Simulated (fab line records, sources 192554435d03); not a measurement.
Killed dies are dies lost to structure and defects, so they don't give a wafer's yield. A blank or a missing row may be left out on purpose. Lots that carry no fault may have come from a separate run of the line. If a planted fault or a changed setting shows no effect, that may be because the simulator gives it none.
fab line records + flow n5_finfet
record
- lots=7
- wafers=39
route steps=1938 shown TV_OPEN@1890 PASSIVATION@1934
start_h: hours from the record's opening day to when the first of the lot's shown wafers began + wait_h: hours elapsed since this lot's preceding step + " the same as in the row above + L1.1+2: one row covering several wafers at once + - value missing, or start not given + * or withheld: withheld + < > ~ a bound
route shown NAME@n: NAME is a module with steps in the file, n the number in the route of the first one + usual: average and standard deviation across the fault-free wafers + same: alike in all rows + chamber/n: place in a boat + sites: readings site by site + _std_site: how widely they spread, as a standard deviation + _edge_site: mean of outer sites minus mean of inner sites + radius_mm: how far each site lies from the wafer's centre + mask NAME#n: copy n + behind: the last tool/chamber to shape the wafer + hold: what put the lot on hold/how long, in hours/how the hold closed + device: the transistor (n, p or np) that didn't switch + end of line: tests run on the same wafers once the route is complete + where a step has no rows: the recipe by itself + killed: dies lost to structure and defects at the first sort, not the wafer's yield + map: a wafer's dies, x killed, . not, _ none there
set.NAME: the setting the step ran with; set.NAME@STEP: the setting that earlier step ran with + model.NAME: the simulator's own value behind a step, which no gauge read
lots with deliberately changed settings; one table per step, one row per wafer
## steps
# step N5_PASSIVATION_ETCH_15
# recipe
- chemistry=CF4/N2
- target=SiCN
- target_depth_a=750
- taper_deg=2
- time_s=81.2
- ion_energy_ev=150
- mask_material=SiNx
- pressure_mtorr=40
- source_w=430
- bias_w=70
- Ar_flow_sccm=100
- cf4_flow_sccm=60
- n2_flow_sccm=60
| lot.wafer | tool        | chamber | start_h | wait_h | set.target_depth_a | model.etch.depth_nm |
|-----------|-------------|---------|---------|--------|--------------------|---------------------|
| L075.1    | rie_diel-02 | 1       | -       | -      | 896.5              | 77.43               |
| L075.2    | "           | 3       | "       | "      | 896.5              | 78.53               |
| L075.3    | "           | 2       | "       | "      | 750                | 65.44               |
| L075.4    | "           | 0       | "       | "      | 750                | 66.47               |
| L075.5    | "           | 2       | "       | "      | 750                | 65.15               |
| L075.6    | "           | 1       | "       | "      | 896.5              | 77.75               |
| L078.1    | rie_diel-02 | 0       | -       | -      | 591.5              | 52.78               |
| L078.2    | "           | 3       | "       | "      | 750                | 65.59               |
| L078.3    | "           | 2       | "       | "      | 750                | 65.35               |
| L078.4    | "           | 1       | "       | "      | 750                | 64.76               |
| L078.5    | "           | 3       | "       | "      | 591.5              | 51.18               |
| L078.6    | "           | 2       | "       | "      | 591.5              | 51.47               |
| L079.1    | rie_diel-05 | 3       | -       | -      | 750                | 66.8                |
| L079.2    | "           | 0       | "       | "      | 630.1              | 55.48               |
| L079.3    | "           | 1       | "       | "      | 750                | 64.81               |
| L079.4    | "           | 2       | "       | "      | 630.1              | 56.02               |
| L079.5    | "           | 0       | "       | "      | 750                | 65.52               |
| L079.6    | "           | 1       | "       | "      | 630.1              | 54.27               |
| L083.1    | rie_diel-02 | 3       | -       | -      | 750                | 65.53               |
| L083.2    | "           | 1       | "       | "      | 750                | 64.36               |
| L083.3    | "           | 2       | "       | "      | 630                | 55.35               |
| L083.4    | "           | 0       | "       | "      | 630                | 56.57               |
| L083.5    | "           | 2       | "       | "      | 630                | 55.5                |
| L083.6    | "           | 1       | "       | "      | 750                | 64.75               |
| L082.1    | rie_diel-06 | 2       | -       | -      | 750                | 64.3                |
| L082.2    | "           | 1       | "       | "      | 402                | 35.61               |
| L082.3    | "           | 3       | "       | "      | 402                | 35.49               |
| L082.4    | "           | 0       | "       | "      | 402                | 35.27               |
| L082.5    | "           | 2       | "       | "      | 750                | 64.17               |
| L082.6    | "           | 3       | "       | "      | 750                | 65.87               |
| L091.1    | rie_diel-06 | 2       | -       | -      | 750                | 63.53               |
| L091.2    | "           | 3       | "       | "      | 750                | 65.24               |
| L091.3    | "           | 0       | "       | "      | 327.9              | 28.67               |
| L091.4    | "           | 0       | "       | "      | 750                | 65.61               |
| L091.5    | "           | 2       | "       | "      | 327.9              | 28.05               |
| L091.6    | "           | 3       | "       | "      | 327.9              | 28.58               |
| L095.2    | rie_diel-06 | 0       | -       | -      | 750                | 65.72               |
| L095.3    | "           | 2       | "       | "      | 750                | 64.21               |
| L095.6    | "           | 3       | "       | "      | 750                | 65.05               |
# step N5_PASSIVATION_STRIP_73
# recipe
- chemistry=post_etch_residue_remover
- time_s=60
- temp_c=25
- remover_ph=withheld
- remover_water_wt_pct=withheld
- remover_fluoride_wt_pct=withheld
# step N5_PASSIVATION_SRD_17
# recipe
- time_s=30
- temp_c=23
- rinse_liquid=diw
- dry=n2_spin
- spin_rpm=1500
- dry_time_s=30
# step N5_PASSIVATION_SRD_72
# recipe
- dry=ipa_marangoni
- time_s=30
- temp_c=23
- rinse_liquid=diw
# step N5_PASSIVATION_ANNEAL_56
# recipe
- temp_c=400
- time_s=1800
- ambient=FGA
- idle_temp_c=300
- ramp_up_c_per_min=5
- ramp_down_c_per_min=3
# step N5_PASSIVATION_PROBE_49
# usual
- defect_limited_yield=91.5/1.4
- killed_at_M0_to_M3=34/11
- killed_at_M4_up=15/6
- killed_at_contacts=11/5.9
- killed_at_front_end=37/11
- killed_at_other=3.6/2.9
- killed_dies=101/17
- killed_open=66/12
- killed_short=33/7.8
- sort_bin_5_function=5.0/0.97
- sort_bin_6_memory=3.2/0.65
- sort_bin_8_speed=0.02/0.2
- sort_n_pass=1079/17
- sort_yield_pct=91.4/1.4
# same
- gross_dies=1180
- killed_at_back_side=0
- sort_bin_4_leakage[%]=0
| lot.wafer | tool      | chamber | start_h | wait_h | set.target_depth_a@PASSIVATION_ETCH_15 | defect_limited_yield[%] | killed_at_M0_to_M3 | killed_at_M4_up | killed_at_contacts | killed_at_front_end | killed_at_other | killed_dies | killed_open | killed_short | sort_bin_5_function[%] | sort_bin_6_memory[%] | sort_bin_8_speed[%] | sort_n_pass | sort_yield_pct[%] |
|-----------|-----------|---------|---------|--------|----------------------------------------|-------------------------|--------------------|-----------------|--------------------|---------------------|-----------------|-------------|-------------|--------------|------------------------|----------------------|---------------------|-------------|-------------------|
| L075.1    | prober-02 | -       | 341.06  | 0.0    | 896.5                                  | 93.9                    | 27                 | 16              | 5                  | 22                  | 2               | 72          | 51          | 20           | 3.6                    | 2.4                  | 0                   | 1108        | 93.9              |
| L075.2    | prober-02 | -       | 341.11  | 0.1    | 896.5                                  | 91.2                    | 27                 | 19              | 15                 | 36                  | 7               | 104         | 78          | 26           | 5.6                    | 2.9                  | 0                   | 1076        | 91.2              |
| L075.3    | prober-02 | -       | 341.16  | 0.1    | 750                                    | 90.8                    | 33                 | 14              | 11                 | 50                  | 0               | 108         | 63          | 45           | 5.3                    | 3.3                  | 0                   | 1072        | 90.8              |
| L075.4    | prober-02 | -       | 341.21  | 0.2    | 750                                    | 93.1                    | 20                 | 15              | 4                  | 35                  | 7               | 81          | 53          | 27           | 4.3                    | 2.3                  | 0                   | 1099        | 93.1              |
| L075.5    | prober-02 | -       | 341.26  | 0.2    | 750                                    | 92.5                    | 29                 | 16              | 9                  | 31                  | 3               | 88          | 66          | 19           | 4.2                    | 3.1                  | 0                   | 1092        | 92.5              |
| L075.6    | prober-02 | -       | 341.31  | 0.3    | 896.5                                  | 90.3                    | 48                 | 21              | 12                 | 33                  | 0               | 114         | 83          | 29           | 6.5                    | 2.9                  | 2.37                | 1038        | 88.0              |
| L078.1    | prober-01 | -       | 349.32  | 0.0    | 591.5                                  | 87.9                    | 46                 | 19              | 11                 | 54                  | 13              | 143         | 88          | 40           | 7.6                    | 4.1                  | 0                   | 1037        | 87.9              |
| L078.2    | prober-01 | -       | 349.37  | 0.1    | 750                                    | 90.3                    | 60                 | 24              | 4                  | 25                  | 1               | 114         | 68          | 42           | 5.1                    | 4.1                  | 0                   | 1066        | 90.3              |
| L078.3    | prober-01 | -       | 349.42  | 0.1    | 750                                    | 89.2                    | 40                 | 24              | 4                  | 57                  | 2               | 127         | 63          | 55           | 5.9                    | 4.4                  | 0                   | 1053        | 89.2              |
| L078.4    | prober-01 | -       | 349.47  | 0.2    | 750                                    | 91.7                    | 41                 | 16              | 8                  | 32                  | 1               | 98          | 69          | 29           | 5.6                    | 2.5                  | 0                   | 1082        | 91.7              |
| L078.5    | prober-01 | -       | 349.52  | 0.2    | 591.5                                  | 75.7                    | 46                 | 17              | 9                  | 30                  | 185             | 287         | 63          | 35           | 21.2                   | 3.1                  | 0                   | 893         | 75.7              |
| L078.6    | prober-01 | -       | 349.57  | 0.3    | 591.5                                  | 79.5                    | 51                 | 14              | 7                  | 28                  | 142             | 242         | 60          | 45           | 16.3                   | 4.1                  | 0                   | 938         | 79.5              |
| L079.1    | prober-02 | -       | 354.61  | 0.0    | 750                                    | 93.6                    | 16                 | 20              | 9                  | 29                  | 1               | 75          | 56          | 17           | 3.7                    | 2.4                  | 0                   | 1105        | 93.6              |
| L079.2    | prober-02 | -       | 354.66  | 0.1    | 630.1                                  | 1.6                     | 27                 | 1070            | 8                  | 53                  | 3               | 1161        | 74          | 28           | 95.3                   | 2.8                  | 0                   | 19          | 1.6               |
| L079.3    | prober-02 | -       | 354.71  | 0.1    | 750                                    | 90.4                    | 33                 | 13              | 24                 | 41                  | 2               | 113         | 75          | 33           | 4.9                    | 3.9                  | 0                   | 1067        | 90.4              |
| L079.4    | prober-02 | -       | 354.76  | 0.2    | 630.1                                  | 0.7                     | 26                 | 1106            | 6                  | 34                  | 0               | 1172        | 50          | 29           | 96.5                   | 2.6                  | 0                   | 8           | 0.7               |
| L079.5    | prober-02 | -       | 354.81  | 0.2    | 750                                    | 0.8                     | 27                 | 1092            | 20                 | 30                  | 1               | 1170        | 67          | 38           | 95.5                   | 3.2                  | 0                   | 10          | 0.8               |
| L079.6    | prober-02 | -       | 354.86  | 0.3    | 630.1                                  | 92.4                    | 29                 | 13              | 5                  | 43                  | 0               | 90          | 60          | 27           | 3.7                    | 3.5                  | 0                   | 1090        | 92.4              |
| L083.1    | prober-01 | -       | 381.38  | 0.0    | 750                                    | 90.9                    | 13                 | 15              | 19                 | 56                  | 4               | 107         | 64          | 40           | 4.7                    | 3.8                  | 0                   | 1073        | 90.9              |
| L083.2    | prober-01 | -       | 381.43  | 0.1    | 750                                    | 89.3                    | 31                 | 16              | 15                 | 62                  | 2               | 126         | 89          | 29           | 7.5                    | 3.0                  | 0                   | 1054        | 89.3              |
| L083.3    | prober-01 | -       | 381.48  | 0.1    | 630                                    | 90.3                    | 24                 | 19              | 10                 | 61                  | 0               | 114         | 82          | 31           | 5.5                    | 3.6                  | 0                   | 1066        | 90.3              |
| L083.4    | prober-01 | -       | 381.53  | 0.2    | 630                                    | 90.8                    | 17                 | 28              | 22                 | 41                  | 1               | 109         | 68          | 25           | 6.4                    | 2.7                  | 0                   | 1071        | 90.8              |
| L083.5    | prober-01 | -       | 381.58  | 0.2    | 630                                    | 90.7                    | 28                 | 7               | 8                  | 67                  | 0               | 110         | 78          | 31           | 5.3                    | 3.9                  | 0                   | 1070        | 90.7              |
| L083.6    | prober-01 | -       | 381.63  | 0.3    | 750                                    | 89.2                    | 47                 | 16              | 15                 | 50                  | 0               | 128         | 85          | 38           | 6.5                    | 3.7                  | 0                   | 1052        | 89.2              |
| L082.1    | prober-02 | -       | 381.59  | 0.0    | 750                                    | 90.8                    | 40                 | 18              | 7                  | 42                  | 1               | 108         | 67          | 40           | 5.1                    | 3.9                  | 0                   | 1072        | 90.8              |
| L082.2    | prober-02 | -       | 381.64  | 0.1    | 402                                    | 0                       | 36                 | 20              | 4                  | 56                  | 1064            | 1180        | 77          | 42           | 95.9                   | 3.6                  | 0                   | 0           | 0                 |
| L082.3    | prober-02 | -       | 381.69  | 0.1    | 402                                    | 0                       | 31                 | 11              | 8                  | 49                  | 1081            | 1180        | 73          | 25           | 95.8                   | 3.9                  | 0                   | 0           | 0                 |
| L082.4    | prober-02 | -       | 381.74  | 0.2    | 402                                    | 0                       | 41                 | 21              | 6                  | 24                  | 1088            | 1180        | 68          | 29           | 97.2                   | 2.6                  | 0                   | 0           | 0                 |
| L082.5    | prober-02 | -       | 381.79  | 0.2    | 750                                    | 92.7                    | 37                 | 14              | 5                  | 26                  | 4               | 86          | 48          | 37           | 4.4                    | 2.7                  | 0                   | 1094        | 92.7              |
| L082.6    | prober-02 | -       | 381.84  | 0.3    | 750                                    | 91.9                    | 40                 | 22              | 5                  | 26                  | 2               | 95          | 67          | 28           | 4.7                    | 3.3                  | 0                   | 1085        | 91.9              |
| L091.1    | prober-01 | -       | 440.37  | 0.0    | 750                                    | 90.7                    | 36                 | 20              | 13                 | 35                  | 6               | 110         | 69          | 41           | 5.3                    | 3.9                  | 0                   | 1070        | 90.7              |
| L091.2    | prober-01 | -       | 440.42  | 0.1    | 750                                    | 92.5                    | 29                 | 19              | 15                 | 24                  | 2               | 89          | 62          | 27           | 4.3                    | 3.1                  | 0                   | 1091        | 92.5              |
| L091.3    | prober-01 | -       | 440.47  | 0.1    | 327.9                                  | 0                       | 51                 | 25              | 16                 | 40                  | 1048            | 1180        | 92          | 38           | 96.0                   | 3.7                  | 0                   | 0           | 0                 |
| L091.4    | prober-01 | -       | 440.52  | 0.2    | 750                                    | 90.6                    | 40                 | 24              | 20                 | 26                  | 1               | 111         | 89          | 22           | 5.8                    | 3.5                  | 0                   | 1069        | 90.6              |
| L091.5    | prober-01 | -       | 440.57  | 0.2    | 327.9                                  | 0                       | 34                 | 13              | 28                 | 28                  | 1077            | 1180        | 74          | 29           | 96.2                   | 3.7                  | 0                   | 0           | 0                 |
| L091.6    | prober-01 | -       | 440.62  | 0.3    | 327.9                                  | 0                       | 43                 | 21              | 28                 | 36                  | 1052            | 1180        | 94          | 34           | 96.4                   | 3.5                  | 0                   | 0           | 0                 |
| L095.2    | prober-01 | -       | 451.53  | 0.1    | 750                                    | 89.4                    | 38                 | 22              | 11                 | 50                  | 4               | 125         | 80          | 45           | 5.9                    | 3.9                  | 0                   | 1055        | 89.4              |
| L095.3    | prober-01 | -       | 451.58  | 0.1    | 750                                    | 91.9                    | 35                 | 13              | 9                  | 33                  | 5               | 95          | 59          | 32           | 4.4                    | 3.4                  | 0                   | 1085        | 91.9              |
| L095.6    | prober-01 | -       | 451.73  | 0.3    | 750                                    | 92.6                    | 27                 | 17              | 3                  | 36                  | 4               | 87          | 50          | 37           | 4.7                    | 2.5                  | 0                   | 1093        | 92.6              |
# killed by level:class
L075.1 BEOL_M3:geometric_particle:open=7 BEOL_M4:geometric_particle:open=6 BEOL_M1:geometric_particle:open=5 FIN_SAQP:geometric_particle:open=4 BEOL_M2:geometric_particle:open=4 BEOL_M0_SAQP:geometric_particle:open=4 BEOL_M0_SAQP:geometric_particle:short=4 BEOL_M5:geometric_particle:open=4
L075.2 MOL_CONTACT_COAG:geometric_particle:open=13 STI_FIN_REVEAL:geometric_particle:open=12 BEOL_M3:geometric_particle:open=10 BEOL_M4:geometric_particle:open=8 DUMMY_GATE:geometric_particle:open=6 BEOL_M3:geometric_particle:short=5 BEOL_M0_SAQP:geometric_particle:short=4 BEOL_M0_SAQP:geometric_particle:open=4
L075.3 STI_FIN_REVEAL:geometric_particle:open=11 MOL_CONTACT_COAG:geometric_particle:open=9 BEOL_M1:geometric_particle:short=9 FIN_SAQP:geometric_particle:open=7 BEOL_M4:geometric_particle:open=7 FIN_SAQP:geometric_particle:short=6 GATE_CUT:geometric_particle:short=6 DUMMY_GATE:geometric_particle:open=5
L075.4 FIN_SAQP:geometric_particle:open=6 BEOL_M5:geometric_particle:open=6 STI_FIN_REVEAL:geometric_particle:open=5 BEOL_M0_SAQP:geometric_particle:open=5 BEOL_M1:geometric_particle:open=5 FIN_SAQP:geometric_particle:short=4 DUMMY_GATE:geometric_particle:short=3 DUMMY_GATE:geometric_particle:open=3
L075.5 BEOL_M2:geometric_particle:open=13 BEOL_M4:geometric_particle:open=10 STI_FIN_REVEAL:geometric_particle:open=9 BEOL_M1:geometric_particle:open=7 DUMMY_GATE:geometric_particle:open=6 FIN_SAQP:geometric_particle:short=4 MOL_CONTACT_COAG:geometric_particle:open=4 BEOL_M3:geometric_particle:open=3
L075.6 BEOL_M4:geometric_particle:open=13 BEOL_M2:geometric_particle:open=13 MOL_CONTACT_COAG:geometric_particle:open=12 BEOL_M0_SAQP:geometric_particle:open=8 BEOL_M3:geometric_particle:open=8 BEOL_M0_SAQP:geometric_particle:short=7 DUMMY_GATE:geometric_particle:open=5 STI_FIN_REVEAL:geometric_particle:open=4
L078.1 BEOL_M0_SAQP:geometric_particle:open=15 STI_FIN_REVEAL:geometric_particle:open=14 FIN_SAQP:geometric_particle:open=11 TV_OPEN:area_etch=11 BEOL_M3:geometric_particle:open=10 BEOL_M0_SAQP:geometric_particle:short=9 FIN_SAQP:geometric_particle:short=7 BEOL_M4:geometric_particle:open=7
L078.2 BEOL_M0_SAQP:geometric_particle:short=18 BEOL_M0_SAQP:geometric_particle:open=13 BEOL_M3:geometric_particle:open=12 BEOL_M4:geometric_particle:open=11 FIN_SAQP:geometric_particle:short=7 FIN_SAQP:geometric_particle:open=5 BEOL_M1:geometric_particle:open=5 BEOL_M2:geometric_particle:open=5
L078.3 FIN_SAQP:geometric_particle:short=14 BEOL_M0_SAQP:geometric_particle:short=11 BEOL_M0_SAQP:geometric_particle:open=10 BEOL_M4:geometric_particle:open=9 GATE_CUT:geometric_particle:short=8 STARTING-WAFER:geometric_particle:short=8 BEOL_M2:geometric_particle:open=7 BEOL_M3:geometric_particle:open=7
L078.4 BEOL_M0_SAQP:geometric_particle:open=12 BEOL_M3:geometric_particle:open=10 BEOL_M0_SAQP:geometric_particle:short=8 FIN_SAQP:geometric_particle:open=7 STI_FIN_REVEAL:geometric_particle:open=7 MOL_CONTACT_COAG:geometric_particle:open=7 BEOL_M4:geometric_particle:open=5 STARTING-WAFER:geometric_particle:short=5
L078.5 TV_OPEN:area_etch=185 BEOL_M0_SAQP:geometric_particle:short=15 STI_FIN_REVEAL:geometric_particle:open=10 BEOL_M3:geometric_particle:open=10 MOL_CONTACT_COAG:geometric_particle:open=7 FIN_SAQP:geometric_particle:short=6 BEOL_M0_SAQP:geometric_particle:open=6 BEOL_M2:geometric_particle:open=6
L078.6 TV_OPEN:area_etch=137 BEOL_M0_SAQP:geometric_particle:short=19 BEOL_M3:geometric_particle:open=13 BEOL_M0_SAQP:geometric_particle:open=10 MOL_CONTACT_COAG:geometric_particle:open=7 BEOL_M4:geometric_particle:open=6 STARTING-WAFER:geometric_particle:short=6 FIN_SAQP:geometric_particle:open=5
L079.1 BEOL_M4:geometric_particle:open=10 FIN_SAQP:geometric_particle:open=9 MOL_CONTACT_COAG:geometric_particle:open=7 GATE_CUT:geometric_particle:open=5 GATE_CUT:geometric_particle:short=4 BEOL_M6:geometric_particle:open=4 BEOL_M1:geometric_particle:open=4 BEOL_M2:geometric_particle:open=4
L079.2 BEOL_M6:area_open=1058 FIN_SAQP:geometric_particle:open=11 STI_FIN_REVEAL:geometric_particle:open=10 GATE_CUT:geometric_particle:short=9 GATE_CUT:geometric_particle:open=8 BEOL_M3:geometric_particle:open=8 BEOL_M4:geometric_particle:open=8 BEOL_M2:geometric_particle:open=7
L079.3 MOL_CONTACT_COAG:geometric_particle:open=20 GATE_CUT:geometric_particle:open=9 BEOL_M3:geometric_particle:open=9 FIN_SAQP:geometric_particle:open=7 DUMMY_GATE:geometric_particle:open=6 BEOL_M0_SAQP:geometric_particle:open=6 BEOL_M0_SAQP:geometric_particle:short=5 BEOL_M2:geometric_particle:short=5
L079.4 BEOL_M6:area_open=1091 BEOL_M2:geometric_particle:short=9 MOL_CONTACT_COAG:geometric_particle:open=6 FIN_SAQP:geometric_particle:short=5 BEOL_M4:geometric_particle:open=5 STARTING-WAFER:geometric_particle:open=5 STI_FIN_REVEAL:geometric_particle:open=4 GATE_CUT:geometric_particle:open=4
L079.5 BEOL_M6:area_open=1064 MOL_CONTACT_COAG:geometric_particle:open=18 BEOL_M4:geometric_particle:open=12 BEOL_M2:geometric_particle:open=7 BEOL_M2:geometric_particle:short=7 BEOL_M5:geometric_particle:short=7 BEOL_M3:geometric_particle:open=6 DUMMY_GATE:geometric_particle:open=5
L079.6 FIN_SAQP:geometric_particle:short=10 BEOL_M4:geometric_particle:open=8 STI_FIN_REVEAL:geometric_particle:open=7 DUMMY_GATE:geometric_particle:open=7 BEOL_M3:geometric_particle:open=7 BEOL_M0_SAQP:geometric_particle:open=6 BEOL_M2:geometric_particle:short=6 FIN_SAQP:geometric_particle:open=5
L083.1 STI_FIN_REVEAL:geometric_particle:open=20 MOL_CONTACT_COAG:geometric_particle:open=15 FIN_SAQP:geometric_particle:short=10 GATE_CUT:geometric_particle:open=5 FIN_SAQP:geometric_particle:open=4 GATE_CUT:geometric_particle:short=4 MOL_CONTACT_COAG:geometric_particle:short=4 BEOL_M5:geometric_particle:short=4
L083.2 FIN_SAQP:geometric_particle:open=29 MOL_CONTACT_COAG:geometric_particle:open=13 FIN_SAQP:geometric_particle:short=8 BEOL_M3:geometric_particle:open=8 STI_FIN_REVEAL:geometric_particle:open=7 BEOL_M6:area_open=7 BEOL_M0_SAQP:geometric_particle:short=6 BEOL_M2:geometric_particle:open=6
L083.3 STI_FIN_REVEAL:geometric_particle:open=30 FIN_SAQP:geometric_particle:short=10 MOL_CONTACT_COAG:geometric_particle:open=9 FIN_SAQP:geometric_particle:open=7 STI_FIN_REVEAL:geometric_particle:short=6 BEOL_M3:geometric_particle:open=5 BEOL_M0_SAQP:geometric_particle:open=4 BEOL_M4:geometric_particle:open=4
L083.4 MOL_CONTACT_COAG:geometric_particle:open=20 BEOL_M6:area_open=15 STI_FIN_REVEAL:geometric_particle:open=13 FIN_SAQP:geometric_particle:open=8 FIN_SAQP:geometric_particle:short=5 BEOL_M0_SAQP:geometric_particle:short=5 DUMMY_GATE:geometric_particle:open=4 BEOL_M3:geometric_particle:open=4
L083.5 STI_FIN_REVEAL:geometric_particle:open=25 FIN_SAQP:geometric_particle:short=12 BEOL_M2:geometric_particle:open=11 FIN_SAQP:geometric_particle:open=8 BEOL_M0_SAQP:geometric_particle:open=6 DUMMY_GATE:geometric_particle:open=6 MOL_CONTACT_COAG:geometric_particle:open=5 STARTING-WAFER:geometric_particle:open=5
L082.1 STI_FIN_REVEAL:geometric_particle:open=11 BEOL_M3:geometric_particle:open=10 BEOL_M0_SAQP:geometric_particle:open=9 BEOL_M4:geometric_particle:open=9 BEOL_M1:geometric_particle:open=8 FIN_SAQP:geometric_particle:short=5 GATE_CUT:geometric_particle:short=5 MOL_CONTACT_COAG:geometric_particle:open=5
L083.6 FIN_SAQP:geometric_particle:short=13 BEOL_M0_SAQP:geometric_particle:open=13 FIN_SAQP:geometric_particle:open=11 MOL_CONTACT_COAG:geometric_particle:open=11 BEOL_M3:geometric_particle:open=9 STI_FIN_REVEAL:geometric_particle:open=8 BEOL_M0_SAQP:geometric_particle:short=8 BEOL_M1:geometric_particle:open=8
L082.2 TV_OPEN:area_etch=1058 FIN_SAQP:geometric_particle:short=13 STI_FIN_REVEAL:geometric_particle:open=11 BEOL_M3:geometric_particle:open=11 BEOL_M4:geometric_particle:open=11 STARTING-WAFER:geometric_particle:open=8 FIN_SAQP:geometric_particle:open=7 DUMMY_GATE:geometric_particle:open=6
L082.3 TV_OPEN:area_etch=1080 STI_FIN_REVEAL:geometric_particle:open=21 BEOL_M1:geometric_particle:open=10 BEOL_M3:geometric_particle:open=7 FIN_SAQP:geometric_particle:open=6 MOL_CONTACT_COAG:geometric_particle:open=6 BEOL_M0_SAQP:geometric_particle:short=6 BEOL_M0_SAQP:geometric_particle:open=5
L082.4 TV_OPEN:area_etch=1083 BEOL_M1:geometric_particle:open=14 BEOL_M2:geometric_particle:open=8 BEOL_M3:geometric_particle:open=7 BEOL_M4:geometric_particle:open=7 DUMMY_GATE:geometric_particle:open=5 MOL_CONTACT_COAG:geometric_particle:open=5 BEOL_M0_SAQP:geometric_particle:short=5
L082.5 BEOL_M1:geometric_particle:open=9 BEOL_M3:geometric_particle:open=8 GATE_CUT:geometric_particle:short=7 BEOL_M0_SAQP:geometric_particle:short=6 BEOL_M4:geometric_particle:open=6 DUMMY_GATE:geometric_particle:open=5 BEOL_M0_SAQP:geometric_particle:open=5 DUMMY_GATE:geometric_particle:short=4
L082.6 BEOL_M1:geometric_particle:open=11 DUMMY_GATE:geometric_particle:open=10 BEOL_M3:geometric_particle:open=10 BEOL_M4:geometric_particle:open=8 BEOL_M0_SAQP:geometric_particle:short=8 MOL_CONTACT_COAG:geometric_particle:open=5 BEOL_M1:geometric_particle:short=5 FIN_SAQP:geometric_particle:open=4
L091.1 MOL_CONTACT_COAG:geometric_particle:open=10 FIN_SAQP:geometric_particle:open=8 BEOL_M0_SAQP:geometric_particle:open=8 STI_FIN_REVEAL:geometric_particle:open=7 BEOL_M0_SAQP:geometric_particle:short=6 BEOL_M3:geometric_particle:open=6 BEOL_M4:geometric_particle:open=6 BEOL_M5:geometric_particle:open=6
L091.2 STI_FIN_REVEAL:geometric_particle:open=13 MOL_CONTACT_COAG:geometric_particle:open=13 BEOL_M0_SAQP:geometric_particle:short=6 BEOL_M0:geometric_particle:short=6 BEOL_M5:geometric_particle:open=6 BEOL_M1:geometric_particle:open=5 BEOL_M4:geometric_particle:open=5 BEOL_M2:geometric_particle:open=4
L091.3 TV_OPEN:area_etch=1046 BEOL_M1:geometric_particle:open=14 STI_FIN_REVEAL:geometric_particle:open=12 MOL_CONTACT_COAG:geometric_particle:open=11 BEOL_M4:geometric_particle:open=8 BEOL_M0_SAQP:geometric_particle:short=7 BEOL_M2:geometric_particle:open=6 BEOL_M3:geometric_particle:open=6
L091.4 MOL_CONTACT_COAG:geometric_particle:open=17 BEOL_M4:geometric_particle:open=14 BEOL_M2:geometric_particle:open=11 STI_FIN_REVEAL:geometric_particle:open=7 BEOL_M3:geometric_particle:open=7 BEOL_M0_SAQP:geometric_particle:short=5 BEOL_M0_SAQP:geometric_particle:open=5 BEOL_M1:geometric_particle:open=5
L091.5 TV_OPEN:area_etch=1077 MOL_CONTACT_COAG:geometric_particle:open=23 STI_FIN_REVEAL:geometric_particle:open=13 BEOL_M0_SAQP:geometric_particle:short=8 BEOL_M0_SAQP:geometric_particle:open=7 BEOL_M1:geometric_particle:open=6 MOL_CONTACT_COAG:geometric_particle:short=5 BEOL_M2:geometric_particle:open=5
L091.6 TV_OPEN:area_etch=1052 MOL_CONTACT_COAG:geometric_particle:open=23 STI_FIN_REVEAL:geometric_particle:open=16 BEOL_M4:geometric_particle:open=13 FIN_SAQP:geometric_particle:short=8 BEOL_M2:geometric_particle:open=8 BEOL_M3:geometric_particle:open=6 BEOL_M0:geometric_particle:open=6
L095.2 BEOL_M4:geometric_particle:open=16 BEOL_M0_SAQP:geometric_particle:short=11 GATE_CUT:geometric_particle:short=9 MOL_CONTACT_COAG:geometric_particle:open=9 FIN_SAQP:geometric_particle:short=7 BEOL_M0_SAQP:geometric_particle:open=7 BEOL_M2:geometric_particle:open=7 FIN_SAQP:geometric_particle:open=6
L095.3 BEOL_M3:geometric_particle:open=8 BEOL_M4:geometric_particle:open=8 STI_FIN_REVEAL:geometric_particle:open=7 BEOL_M0_SAQP:geometric_particle:open=7 STARTING-WAFER:geometric_particle:short=6 BEOL_M0_SAQP:geometric_particle:short=6 BEOL_M2:geometric_particle:open=6 MOL_CONTACT_COAG:geometric_particle:open=5
L095.6 BEOL_M4:geometric_particle:open=9 BEOL_M2:geometric_particle:open=8 GATE_CUT:geometric_particle:open=7 GATE_CUT:geometric_particle:short=6 FIN_SAQP:geometric_particle:open=5 FIN_SAQP:geometric_particle:short=5 STARTING-WAFER:geometric_particle:short=5 BEOL_M4:geometric_particle:short=5
## key
split
- step=N5_PASSIVATION_ETCH_15
- setting=target_depth_a
- stated=750
- by=wafer
response
- step=N5_PASSIVATION_ETCH_15
- reading=model.etch.depth_nm
- change=+0.637
- per=1%
- r=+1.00
response
- step=N5_PASSIVATION_PROBE_49
- reading=killed_at_other
- shape=bent
- at_lowest=1059
- at_stated=2.5
- at_highest=3
